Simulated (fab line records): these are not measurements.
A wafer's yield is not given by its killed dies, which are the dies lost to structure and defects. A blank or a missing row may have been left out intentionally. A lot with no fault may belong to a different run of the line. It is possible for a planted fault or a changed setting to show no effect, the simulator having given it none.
Which of the tools did it? / flow nandHarc / Sampling: 24 lots, 72 wafers, 5 of 1302 route steps

WHAT THE GAUGES SHOWED, per wafer
NHARC_A_SGD_CUT_INSPECT_25. Usual: 360 for rawDefectCount, sd 77.
lot=L075; measured=day 19 16:48; on=defectInspect-02; rawDefectCount=353 317 281; flag=
lot=L074; measured=day 19 16:46; on=defectInspect-02; rawDefectCount=284 274 342; flag=
lot=L076; measured=day 20 08:42; on=defectInspect-02; rawDefectCount=263 289 267; flag=
lot=L077; measured=day 20 23:00; on=defectInspect-02; rawDefectCount=227 258 427; flag=
lot=L078; measured=day 20 23:00; on=defectInspect-01; rawDefectCount=414 397 522; flag=
lot=L080; measured=day 21 21:41; on=defectInspect-02; rawDefectCount=241 315 338; flag=
lot=L079; measured=day 21 21:42; on=defectInspect-01; rawDefectCount=397 570 524; flag=
lot=L081; measured=day 22 11:54; on=defectInspect-01; rawDefectCount=373 463 296; flag=
lot=L082; measured=day 22 11:59; on=defectInspect-02; rawDefectCount=362 450 505; flag=
lot=L083; measured=day 22 11:53; on=defectInspect-02; rawDefectCount=389 324 375; flag=
lot=L085; measured=day 23 14:25; on=defectInspect-02; rawDefectCount=309 298 397; flag=
lot=L084; measured=day 23 14:26; on=defectInspect-02; rawDefectCount=372 473 359; flag=
lot=L086; measured=day 24 09:56; on=defectInspect-02; rawDefectCount=315 389 379; flag=
lot=L087; measured=day 24 09:56; on=defectInspect-01; rawDefectCount=404 487 365; flag=
lot=L088; measured=day 25 11:28; on=defectInspect-01; rawDefectCount=419 259 338; flag=
lot=L089; measured=day 25 11:10; on=defectInspect-01; rawDefectCount=685 331 378; flag=
lot=L090; measured=day 26 16:53; on=defectInspect-02; rawDefectCount=292 331 275; flag=
lot=L091; measured=day 26 16:52; on=defectInspect-02; rawDefectCount=294 370 398; flag=
lot=L093; measured=day 27 09:29; on=defectInspect-01; rawDefectCount=341 282 371; flag=
lot=L092; measured=day 27 14:10; on=defectInspect-01; rawDefectCount=341 375 302; flag=
lot=L095; measured=day 28 03:19; on=defectInspect-02; rawDefectCount=330 375 465; flag=
lot=L094; measured=day 28 03:22; on=defectInspect-01; rawDefectCount=466 334 411; flag=
lot=L096; measured=day 28 11:04; on=defectInspect-02; rawDefectCount=449 351 308; flag=
lot=L097; measured=day 29 04:51; on=defectInspect-02; rawDefectCount=350 258 379; flag=

NHARC_A_SLIT_CD_MEAS_21. Usual: 288.8 nm for cdNm, sd 0.92.
lot=L075; measured=day 20 06:13; on=cdSem-02; cdNm (nm)=287.7 287.9 286.9; flag=
lot=L074; measured=day 20 05:08; on=cdSem-02; cdNm (nm)=286.9 289.6 288.0; flag=
lot=L076; measured=day 20 19:52; on=cdSem-03; cdNm (nm)=288.2 290.3 288.8; flag=
lot=L077; measured=day 21 10:30; on=cdSem-01; cdNm (nm)=288.7 289.0 288.2; flag=
lot=L078; measured=day 21 10:26; on=cdSem-02; cdNm (nm)=285.8 287.8 287.9; flag=
lot=L080; measured=day 22 11:19; on=cdSem-01; cdNm (nm)=289.9 290.2 290.2; flag=
lot=L079; measured=day 22 10:11; on=cdSem-03; cdNm (nm)=289.2 288.1 288.5; flag=
lot=L081; measured=day 23 03:33; on=cdSem-01; cdNm (nm)=289.6 289.7 289.4; flag=
lot=L082; measured=day 23 05:49; on=cdSem-03; cdNm (nm)=288.4 287.7 288.0; flag=
lot=L083; measured=day 23 01:59; on=cdSem-03; cdNm (nm)=288.0 289.6 289.2; flag=
lot=L085; measured=day 24 03:44; on=cdSem-03; cdNm (nm)=289.0 290.2 288.0; flag=
lot=L084; measured=day 24 04:09; on=cdSem-03; cdNm (nm)=290.9 288.9 289.8; flag=
lot=L086; measured=day 25 04:59; on=cdSem-03; cdNm (nm)=289.7 290.0 289.4; flag=
lot=L087; measured=day 25 08:47; on=cdSem-02; cdNm (nm)=288.5 287.8 289.1; flag=
lot=L088; measured=day 26 00:13; on=cdSem-01; cdNm (nm)=288.8 290.0 289.1; flag=
lot=L089; measured=day 25 23:49; on=cdSem-02; cdNm (nm)=287.5 288.5 288.9; flag=
lot=L090; measured=day 27 04:34; on=cdSem-02; cdNm (nm)=289.7 288.3 289.6; flag=
lot=L091; measured=day 27 04:16; on=cdSem-01; cdNm (nm)=289.5 289.5 289.1; flag=
lot=L093; measured=day 27 21:21; on=cdSem-01; cdNm (nm)=290.6 288.1 289.7; flag=
lot=L092; measured=day 28 01:27; on=cdSem-03; cdNm (nm)=287.3 288.8 286.3; flag=
lot=L095; measured=day 28 14:37; on=cdSem-01; cdNm (nm)=289.4 288.9 288.7; flag=
lot=L094; measured=day 28 18:25; on=cdSem-02; cdNm (nm)=289.3 290.9 289.6; flag=
lot=L096; measured=day 29 02:23; on=cdSem-02; cdNm (nm)=289.3 289.4 290.3; flag=
lot=L097; measured=day 29 17:03; on=cdSem-03; cdNm (nm)=289.6 289.3 287.9; flag=

WHICH TOOL RAN EACH LOT (tool, then ch and the chambers of the sampled wafers, then the start)
lot=L075; NHARC_A_STAIRCASE_ALD_415=aldHk-02 ch 1,2,3, day 17 09:12; NHARC_A_STAIRCASE_STRIP_476=rieDiel-13 ch 0,1,3, day 17 11:22; NHARC_A_SLIT_ETCH_24=rieDiel-06 ch 0,1,3, day 19 23:59
lot=L074; NHARC_A_STAIRCASE_ALD_415=aldHk-04 ch 0,2,3, day 17 11:31; NHARC_A_STAIRCASE_STRIP_476=rieDiel-03 ch 0,2,3, day 17 13:28; NHARC_A_SLIT_ETCH_24=rieDiel-12 ch 0,2,3, day 19 22:52
lot=L076; NHARC_A_STAIRCASE_ALD_415=aldHk-02 ch 0,1,3, day 18 02:11; NHARC_A_STAIRCASE_STRIP_476=rieDiel-13 ch 0,2,3, day 18 04:22; NHARC_A_SLIT_ETCH_24=rieDiel-08 ch 0,1,3, day 20 13:39
lot=L077; NHARC_A_STAIRCASE_ALD_415=aldHk-04 ch 0,1, day 18 15:34; NHARC_A_STAIRCASE_STRIP_476=rieDiel-02 ch 0,1, day 18 17:31; NHARC_A_SLIT_ETCH_24=rieDiel-08 ch 1,2, day 21 04:10
lot=L078; NHARC_A_STAIRCASE_ALD_415=aldHk-03 ch 0,2,3, day 18 17:05; NHARC_A_STAIRCASE_STRIP_476=rieDiel-03 ch 1,2,3, day 18 19:19; NHARC_A_SLIT_ETCH_24=rieDiel-12 ch 1,3, day 21 04:00
lot=L080; NHARC_A_STAIRCASE_ALD_415=aldHk-02 ch 0,2, day 19 15:44; NHARC_A_STAIRCASE_STRIP_476=rieDiel-03 ch 0,2,3, day 19 19:28; NHARC_A_SLIT_ETCH_24=rieDiel-12 ch 0,1,3, day 22 03:49
lot=L079; NHARC_A_STAIRCASE_ALD_415=aldHk-03 ch 1,2, day 19 16:59; NHARC_A_STAIRCASE_STRIP_476=rieDiel-03 ch 0,2,3, day 19 19:10; NHARC_A_SLIT_ETCH_24=rieDiel-08 ch 0,1,2, day 22 03:57
lot=L081; NHARC_A_STAIRCASE_ALD_415=aldHk-02 ch 1,2, day 20 06:58; NHARC_A_STAIRCASE_STRIP_476=rieDiel-13 ch 1,3, day 20 09:22; NHARC_A_SLIT_ETCH_24=rieDiel-12 ch 0,2,3, day 22 21:19
lot=L082; NHARC_A_STAIRCASE_ALD_415=aldHk-02 ch 1,2,3, day 20 12:05; NHARC_A_STAIRCASE_STRIP_476=rieDiel-13 ch 1,2,3, day 20 13:48; NHARC_A_SLIT_ETCH_24=rieDiel-12 ch 1,2,3, day 22 22:34
lot=L083; NHARC_A_STAIRCASE_ALD_415=aldHk-04 ch 0,3, day 20 13:20; NHARC_A_STAIRCASE_STRIP_476=rieDiel-13 ch 1,2,3, day 20 15:33; NHARC_A_SLIT_ETCH_24=rieDiel-06 ch 1,2, day 22 19:46
lot=L085; NHARC_A_STAIRCASE_ALD_415=aldHk-04 ch 0,1,2, day 21 05:03; NHARC_A_STAIRCASE_STRIP_476=rieDiel-03 ch 0,2,3, day 21 09:37; NHARC_A_SLIT_ETCH_24=rieDiel-06 ch 2,3, day 23 21:16
lot=L084; NHARC_A_STAIRCASE_ALD_415=aldHk-04 ch 0,1,2, day 21 07:43; NHARC_A_STAIRCASE_STRIP_476=rieDiel-02 ch 0,2,3, day 21 09:53; NHARC_A_SLIT_ETCH_24=rieDiel-12 ch 0,2, day 23 21:55
lot=L086; NHARC_A_STAIRCASE_ALD_415=aldHk-04 ch 0,2,3, day 22 02:11; NHARC_A_STAIRCASE_STRIP_476=rieDiel-02 ch 1,2,3, day 22 04:23; NHARC_A_SLIT_ETCH_24=rieDiel-08 ch 1,2,3, day 24 21:28
lot=L087; NHARC_A_STAIRCASE_ALD_415=aldHk-04 ch 1,2,3, day 22 07:50; NHARC_A_STAIRCASE_STRIP_476=rieDiel-02 ch 1,3, day 22 09:33; NHARC_A_SLIT_ETCH_24=rieDiel-08 ch 0,1,3, day 24 22:32
lot=L088; NHARC_A_STAIRCASE_ALD_415=aldHk-03 ch 0,1,2, day 23 04:01; NHARC_A_STAIRCASE_STRIP_476=rieDiel-02 ch 2,3, day 23 06:13; NHARC_A_SLIT_ETCH_24=rieDiel-08 ch 0,1,2, day 25 17:56
lot=L089; NHARC_A_STAIRCASE_ALD_415=aldHk-04 ch 0,1, day 23 05:09; NHARC_A_STAIRCASE_STRIP_476=rieDiel-03 ch 0,1,2, day 23 07:08; NHARC_A_SLIT_ETCH_24=rieDiel-12 ch 0,1,3, day 25 17:40
lot=L090; NHARC_A_STAIRCASE_ALD_415=aldHk-04 ch 1,2,3, day 24 09:11; NHARC_A_STAIRCASE_STRIP_476=rieDiel-02 ch 1,2,3, day 24 11:20; NHARC_A_SLIT_ETCH_24=rieDiel-06 ch 0,2,3, day 26 22:18
lot=L091; NHARC_A_STAIRCASE_ALD_415=aldHk-02 ch 2,3, day 24 11:06; NHARC_A_STAIRCASE_STRIP_476=rieDiel-13 ch 0,2,3, day 24 13:16; NHARC_A_SLIT_ETCH_24=rieDiel-08 ch 0,1,3, day 26 22:02
lot=L093; NHARC_A_STAIRCASE_ALD_415=aldHk-02 ch 0,3, day 24 19:53; NHARC_A_STAIRCASE_STRIP_476=rieDiel-03 ch 0,1,3, day 24 23:29; NHARC_A_SLIT_ETCH_24=rieDiel-06 ch 1,2, day 27 15:07
lot=L092; NHARC_A_STAIRCASE_ALD_415=aldHk-04 ch 0,2,3, day 25 01:27; NHARC_A_STAIRCASE_STRIP_476=rieDiel-03 ch 0,1,2, day 25 03:41; NHARC_A_SLIT_ETCH_24=rieDiel-12 ch 0,1,2, day 27 19:14
lot=L095; NHARC_A_STAIRCASE_ALD_415=aldHk-02 ch 0,1,2, day 25 14:59; NHARC_A_STAIRCASE_STRIP_476=rieDiel-03 ch 0,1,3, day 25 16:28; NHARC_A_SLIT_ETCH_24=rieDiel-12 ch 2,3, day 28 08:28
lot=L094; NHARC_A_STAIRCASE_ALD_415=aldHk-02 ch 0,2,3, day 25 17:21; NHARC_A_STAIRCASE_STRIP_476=rieDiel-03 ch 0,1,3, day 25 19:31; NHARC_A_SLIT_ETCH_24=rieDiel-08 ch 0,1,3, day 28 08:40
lot=L096; NHARC_A_STAIRCASE_ALD_415=aldHk-04 ch 0,1,2, day 26 03:01; NHARC_A_STAIRCASE_STRIP_476=rieDiel-02 ch 0,3, day 26 05:38; NHARC_A_SLIT_ETCH_24=rieDiel-08 ch 0,1, day 28 17:41
lot=L097; NHARC_A_STAIRCASE_ALD_415=aldHk-02 ch 0,1,2, day 26 20:33; NHARC_A_STAIRCASE_STRIP_476=rieDiel-02 ch 1,2,3, day 26 22:43; NHARC_A_SLIT_ETCH_24=rieDiel-08 ch 0,1, day 29 10:35
- NHARC_A_STAIRCASE_ALD_415: deposits SiO2, target thk 30 nm, pulse time 6 s, ald cycles 300.
- NHARC_A_STAIRCASE_STRIP_476: strips in O2, time 20 s.
- NHARC_A_SLIT_ETCH_24: etches the open film in CF4/CHF3, target depth 121 nm, time 60.5 s.

WHAT THE TOOLS THEMSELVES READ (means of the sampled wafers that have a number; where no wafer has one, the mark that the record gives instead)
NHARC_A_STAIRCASE_ALD_415. Usual: heaterPowerW 484 W, standard deviation 48; precursorPulseHeightRel 1.000, standard deviation 0.019.
lot=L075; tool=aldHk-02; heaterPowerW (W)=481; precursorPulseHeightRel=0.986; flag=
lot=L074; tool=aldHk-04; heaterPowerW (W)=512; precursorPulseHeightRel=1.004; flag=
lot=L076; tool=aldHk-02; heaterPowerW (W)=446; precursorPulseHeightRel=0.997; flag=
lot=L077; tool=aldHk-04; heaterPowerW (W)=538; precursorPulseHeightRel=0.998; flag=
lot=L078; tool=aldHk-03; heaterPowerW (W)=439; precursorPulseHeightRel=1.010; flag=
lot=L080; tool=aldHk-02; heaterPowerW (W)=447; precursorPulseHeightRel=1.016; flag=
lot=L079; tool=aldHk-03; heaterPowerW (W)=418; precursorPulseHeightRel=0.991; flag=
lot=L081; tool=aldHk-02; heaterPowerW (W)=478; precursorPulseHeightRel=1.004; flag=
lot=L082; tool=aldHk-02; heaterPowerW (W)=479; precursorPulseHeightRel=1.003; flag=
lot=L083; tool=aldHk-04; heaterPowerW (W)=503; precursorPulseHeightRel=1.014; flag=
lot=L085; tool=aldHk-04; heaterPowerW (W)=542; precursorPulseHeightRel=1.002; flag=
lot=L084; tool=aldHk-04; heaterPowerW (W)=535; precursorPulseHeightRel=1.020; flag=
lot=L086; tool=aldHk-04; heaterPowerW (W)=520; precursorPulseHeightRel=1.008; flag=
lot=L087; tool=aldHk-04; heaterPowerW (W)=528; precursorPulseHeightRel=1.001; flag=
lot=L088; tool=aldHk-03; heaterPowerW (W)=448; precursorPulseHeightRel=0.993; flag=
lot=L089; tool=aldHk-04; heaterPowerW (W)=541; precursorPulseHeightRel=1.012; flag=
lot=L090; tool=aldHk-04; heaterPowerW (W)=525; precursorPulseHeightRel=1.014; flag=
lot=L091; tool=aldHk-02; heaterPowerW (W)=472; precursorPulseHeightRel=0.988; flag=
lot=L093; tool=aldHk-02; heaterPowerW (W)=447; precursorPulseHeightRel=1.008; flag=
lot=L092; tool=aldHk-04; heaterPowerW (W)=518; precursorPulseHeightRel=0.996; flag=
lot=L095; tool=aldHk-02; heaterPowerW (W)=438; precursorPulseHeightRel=0.998; flag=
lot=L094; tool=aldHk-02; heaterPowerW (W)=448; precursorPulseHeightRel=1.008; flag=
lot=L096; tool=aldHk-04; heaterPowerW (W)=540; precursorPulseHeightRel=0.982; flag=
lot=L097; tool=aldHk-02; heaterPowerW (W)=440; precursorPulseHeightRel=1.008; flag=

NHARC_A_STAIRCASE_STRIP_476. Usual: drypumpMotorCurrentA 5.94 A, standard deviation 0.29; oesProductAu 1.003 a.u., standard deviation 0.012; rfVppV 57.8 V, standard deviation 0.96; showerheadPlenumPTorr 3.51 Torr, standard deviation 0.16; throttleValvePct 17.036 %, standard deviation 0.0093.
lot=L075; tool=rieDiel-13; drypumpMotorCurrentA (A)=5.85; oesProductAu (a.u.)=1.012; rfVppV (V)=57.2; showerheadPlenumPTorr (Torr)=3.52; throttleValvePct (%)=17.044; flag=
lot=L074; tool=rieDiel-03; drypumpMotorCurrentA (A)=5.95; oesProductAu (a.u.)=1.005; rfVppV (V)=58.0; showerheadPlenumPTorr (Torr)=3.47; throttleValvePct (%)=17.034; flag=
lot=L076; tool=rieDiel-13; drypumpMotorCurrentA (A)=6.09; oesProductAu (a.u.)=1.003; rfVppV (V)=56.8; showerheadPlenumPTorr (Torr)=3.46; throttleValvePct (%)=17.030; flag=
lot=L077; tool=rieDiel-02; drypumpMotorCurrentA (A)=5.79; oesProductAu (a.u.)=0.992; rfVppV (V)=58.1; showerheadPlenumPTorr (Torr)=3.50; throttleValvePct (%)=17.033; flag=
lot=L078; tool=rieDiel-03; drypumpMotorCurrentA (A)=5.94; oesProductAu (a.u.)=1.001; rfVppV (V)=58.1; showerheadPlenumPTorr (Torr)=3.54; throttleValvePct (%)=17.042; flag=
lot=L080; tool=rieDiel-03; drypumpMotorCurrentA (A)=5.96; oesProductAu (a.u.)=1.001; rfVppV (V)=57.4; showerheadPlenumPTorr (Torr)=3.46; throttleValvePct (%)=17.036; flag=
lot=L079; tool=rieDiel-03; drypumpMotorCurrentA (A)=5.95; oesProductAu (a.u.)=1.004; rfVppV (V)=57.4; showerheadPlenumPTorr (Torr)=3.46; throttleValvePct (%)=17.037; flag=
lot=L081; tool=rieDiel-13; drypumpMotorCurrentA (A)=6.25; oesProductAu (a.u.)=1.004; rfVppV (V)=57.8; showerheadPlenumPTorr (Torr)=3.55; throttleValvePct (%)=17.031; flag=
lot=L082; tool=rieDiel-13; drypumpMotorCurrentA (A)=6.16; oesProductAu (a.u.)=1.006; rfVppV (V)=57.7; showerheadPlenumPTorr (Torr)=3.48; throttleValvePct (%)=17.032; flag=
lot=L083; tool=rieDiel-13; drypumpMotorCurrentA (A)=6.16; oesProductAu (a.u.)=1.005; rfVppV (V)=58.1; showerheadPlenumPTorr (Torr)=3.48; throttleValvePct (%)=17.034; flag=
lot=L085; tool=rieDiel-03; drypumpMotorCurrentA (A)=5.96; oesProductAu (a.u.)=0.995; rfVppV (V)=57.6; showerheadPlenumPTorr (Torr)=3.45; throttleValvePct (%)=17.032; flag=
lot=L084; tool=rieDiel-02; drypumpMotorCurrentA (A)=5.63; oesProductAu (a.u.)=1.006; rfVppV (V)=57.9; showerheadPlenumPTorr (Torr)=3.36; throttleValvePct (%)=17.034; flag=
lot=L086; tool=rieDiel-02; drypumpMotorCurrentA (A)=5.79; oesProductAu (a.u.)=0.991; rfVppV (V)=57.4; showerheadPlenumPTorr (Torr)=3.48; throttleValvePct (%)=17.036; flag=
lot=L087; tool=rieDiel-02; drypumpMotorCurrentA (A)=5.96; oesProductAu (a.u.)=0.996; rfVppV (V)=57.5; showerheadPlenumPTorr (Torr)=3.62; throttleValvePct (%)=17.040; flag=
lot=L088; tool=rieDiel-02; drypumpMotorCurrentA (A)=5.62; oesProductAu (a.u.)=0.995; rfVppV (V)=57.9; showerheadPlenumPTorr (Torr)=3.34; throttleValvePct (%)=17.039; flag=
lot=L089; tool=rieDiel-03; drypumpMotorCurrentA (A)=6.01; oesProductAu (a.u.)=1.013; rfVppV (V)=57.4; showerheadPlenumPTorr (Torr)=3.66; throttleValvePct (%)=17.041; flag=
lot=L090; tool=rieDiel-02; drypumpMotorCurrentA (A)=5.79; oesProductAu (a.u.)=0.996; rfVppV (V)=57.8; showerheadPlenumPTorr (Torr)=3.47; throttleValvePct (%)=17.020; flag=
lot=L091; tool=rieDiel-13; drypumpMotorCurrentA (A)=6.05; oesProductAu (a.u.)=1.009; rfVppV (V)=58.7; showerheadPlenumPTorr (Torr)=3.44; throttleValvePct (%)=17.037; flag=
lot=L093; tool=rieDiel-03; drypumpMotorCurrentA (A)=5.91; oesProductAu (a.u.)=1.014; rfVppV (V)=58.0; showerheadPlenumPTorr (Torr)=3.59; throttleValvePct (%)=17.033; flag=
lot=L092; tool=rieDiel-03; drypumpMotorCurrentA (A)=6.02; oesProductAu (a.u.)=1.010; rfVppV (V)=57.7; showerheadPlenumPTorr (Torr)=3.65; throttleValvePct (%)=17.029; flag=
lot=L095; tool=rieDiel-03; drypumpMotorCurrentA (A)=5.91; oesProductAu (a.u.)=1.019; rfVppV (V)=58.2; showerheadPlenumPTorr (Torr)=3.58; throttleValvePct (%)=17.042; flag=
lot=L094; tool=rieDiel-03; drypumpMotorCurrentA (A)=5.90; oesProductAu (a.u.)=1.012; rfVppV (V)=58.4; showerheadPlenumPTorr (Torr)=3.58; throttleValvePct (%)=17.032; flag=
lot=L096; tool=rieDiel-02; drypumpMotorCurrentA (A)=5.66; oesProductAu (a.u.)=0.996; rfVppV (V)=56.9; showerheadPlenumPTorr (Torr)=3.36; throttleValvePct (%)=17.030; flag=
lot=L097; tool=rieDiel-02; drypumpMotorCurrentA (A)=5.79; oesProductAu (a.u.)=0.993; rfVppV (V)=57.7; showerheadPlenumPTorr (Torr)=3.46; throttleValvePct (%)=17.045; flag=

NHARC_A_SLIT_ETCH_24. Usual: biasW 200.0 W, standard deviation 0.64; drypumpMotorCurrentA 5.7 A, standard deviation 0.36; oesProductAu 0.968 a.u., standard deviation 0.017; rfVppV 369.9 V, standard deviation 2.1; showerheadPlenumPTorr 1.55 Torr, standard deviation 0.058; throttleValvePct 16.802 %, standard deviation 0.01.
lot=L075; tool=rieDiel-06; biasW (W)=200.6; drypumpMotorCurrentA (A)=6.1; oesProductAu (a.u.)=0.986; rfVppV (V)=370.4; showerheadPlenumPTorr (Torr)=1.57; throttleValvePct (%)=16.813; flag=
lot=L074; tool=rieDiel-12; biasW (W)=199.3; drypumpMotorCurrentA (A)=5.9; oesProductAu (a.u.)=0.966; rfVppV (V)=369.0; showerheadPlenumPTorr (Torr)=1.50; throttleValvePct (%)=16.807; flag=
lot=L076; tool=rieDiel-08; biasW (W)=199.9; drypumpMotorCurrentA (A)=5.3; oesProductAu (a.u.)=0.976; rfVppV (V)=370.8; showerheadPlenumPTorr (Torr)=1.55; throttleValvePct (%)=16.803; flag=
lot=L077; tool=rieDiel-08; biasW (W)=199.2; drypumpMotorCurrentA (A)=5.5; oesProductAu (a.u.)=0.966; rfVppV (V)=369.6; showerheadPlenumPTorr (Torr)=1.54; throttleValvePct (%)=16.803; flag=
lot=L078; tool=rieDiel-12; biasW (W)=199.5; drypumpMotorCurrentA (A)=6.0; oesProductAu (a.u.)=0.972; rfVppV (V)=370.7; showerheadPlenumPTorr (Torr)=1.56; throttleValvePct (%)=16.805; flag=
lot=L080; tool=rieDiel-12; biasW (W)=199.8; drypumpMotorCurrentA (A)=6.0; oesProductAu (a.u.)=0.963; rfVppV (V)=368.9; showerheadPlenumPTorr (Torr)=1.53; throttleValvePct (%)=16.796; flag=
lot=L079; tool=rieDiel-08; biasW (W)=199.8; drypumpMotorCurrentA (A)=5.4; oesProductAu (a.u.)=0.980; rfVppV (V)=370.6; showerheadPlenumPTorr (Torr)=1.58; throttleValvePct (%)=16.796; flag=
lot=L081; tool=rieDiel-12; biasW (W)=199.9; drypumpMotorCurrentA (A)=5.9; oesProductAu (a.u.)=0.972; rfVppV (V)=367.7; showerheadPlenumPTorr (Torr)=1.50; throttleValvePct (%)=16.805; flag=
lot=L082; tool=rieDiel-12; biasW (W)=199.9; drypumpMotorCurrentA (A)=5.9; oesProductAu (a.u.)=0.966; rfVppV (V)=368.7; showerheadPlenumPTorr (Torr)=1.53; throttleValvePct (%)=16.800; flag=
lot=L083; tool=rieDiel-06; biasW (W)=199.7; drypumpMotorCurrentA (A)=6.1; oesProductAu (a.u.)=0.971; rfVppV (V)=369.2; showerheadPlenumPTorr (Torr)=1.52; throttleValvePct (%)=16.810; flag=
lot=L085; tool=rieDiel-06; biasW (W)=200.2; drypumpMotorCurrentA (A)=5.7; oesProductAu (a.u.)=0.958; rfVppV (V)=371.1; showerheadPlenumPTorr (Torr)=1.58; throttleValvePct (%)=16.800; flag=
lot=L084; tool=rieDiel-12; biasW (W)=199.6; drypumpMotorCurrentA (A)=5.7; oesProductAu (a.u.)=0.961; rfVppV (V)=367.8; showerheadPlenumPTorr (Torr)=1.50; throttleValvePct (%)=16.799; flag=
lot=L086; tool=rieDiel-08; biasW (W)=199.9; drypumpMotorCurrentA (A)=5.5; oesProductAu (a.u.)=0.973; rfVppV (V)=369.7; showerheadPlenumPTorr (Torr)=1.54; throttleValvePct (%)=16.808; flag=
lot=L087; tool=rieDiel-08; biasW (W)=200.0; drypumpMotorCurrentA (A)=5.3; oesProductAu (a.u.)=0.964; rfVppV (V)=369.7; showerheadPlenumPTorr (Torr)=1.55; throttleValvePct (%)=16.800; flag=
lot=L088; tool=rieDiel-08; biasW (W)=200.1; drypumpMotorCurrentA (A)=5.4; oesProductAu (a.u.)=0.966; rfVppV (V)=371.0; showerheadPlenumPTorr (Torr)=1.57; throttleValvePct (%)=16.793; flag=
lot=L089; tool=rieDiel-12; biasW (W)=199.6; drypumpMotorCurrentA (A)=6.0; oesProductAu (a.u.)=0.970; rfVppV (V)=368.8; showerheadPlenumPTorr (Torr)=1.53; throttleValvePct (%)=16.799; flag=
lot=L090; tool=rieDiel-06; biasW (W)=200.7; drypumpMotorCurrentA (A)=6.1; oesProductAu (a.u.)=0.978; rfVppV (V)=372.8; showerheadPlenumPTorr (Torr)=1.62; throttleValvePct (%)=16.793; flag=
lot=L091; tool=rieDiel-08; biasW (W)=199.9; drypumpMotorCurrentA (A)=5.3; oesProductAu (a.u.)=0.971; rfVppV (V)=370.0; showerheadPlenumPTorr (Torr)=1.55; throttleValvePct (%)=16.803; flag=
lot=L093; tool=rieDiel-06; biasW (W)=199.7; drypumpMotorCurrentA (A)=6.1; oesProductAu (a.u.)=0.999; rfVppV (V)=368.7; showerheadPlenumPTorr (Torr)=1.52; throttleValvePct (%)=16.798; flag=
lot=L092; tool=rieDiel-12; biasW (W)=199.6; drypumpMotorCurrentA (A)=5.8; oesProductAu (a.u.)=0.969; rfVppV (V)=369.2; showerheadPlenumPTorr (Torr)=1.53; throttleValvePct (%)=16.812; flag=
lot=L095; tool=rieDiel-12; biasW (W)=200.7; drypumpMotorCurrentA (A)=5.8; oesProductAu (a.u.)=0.921; rfVppV (V)=367.8; showerheadPlenumPTorr (Torr)=1.49; throttleValvePct (%)=16.807; flag=
lot=L094; tool=rieDiel-08; biasW (W)=199.8; drypumpMotorCurrentA (A)=5.3; oesProductAu (a.u.)=0.938; rfVppV (V)=370.1; showerheadPlenumPTorr (Torr)=1.55; throttleValvePct (%)=16.791; flag=
lot=L096; tool=rieDiel-08; biasW (W)=199.7; drypumpMotorCurrentA (A)=5.2; oesProductAu (a.u.)=0.980; rfVppV (V)=370.4; showerheadPlenumPTorr (Torr)=1.58; throttleValvePct (%)=16.796; flag=
lot=L097; tool=rieDiel-08; biasW (W)=199.7; drypumpMotorCurrentA (A)=5.2; oesProductAu (a.u.)=0.956; rfVppV (V)=371.6; showerheadPlenumPTorr (Torr)=1.58; throttleValvePct (%)=16.792; flag=

THE ANSWER, worked out from the rows above alone
Rule: a lot is off if the mean of its wafers that have a number lies more than 3 standard deviations from the usual mean. A lot without any number at a reading at which 4 lots or more have one is off too. Where the step has rows for the other lots, those lots are counted as sound. First the gauges in route order, then the tools' own readings, where a lot's mean is used as printed above. The first step at which some lot is off is used, and at that step the reading that is off furthest; a lot without a number counts as furthest.
No lot is off on any of the readings shown, so nothing can be concluded from this.

WHAT THE SIMULATOR HAD PUT IN
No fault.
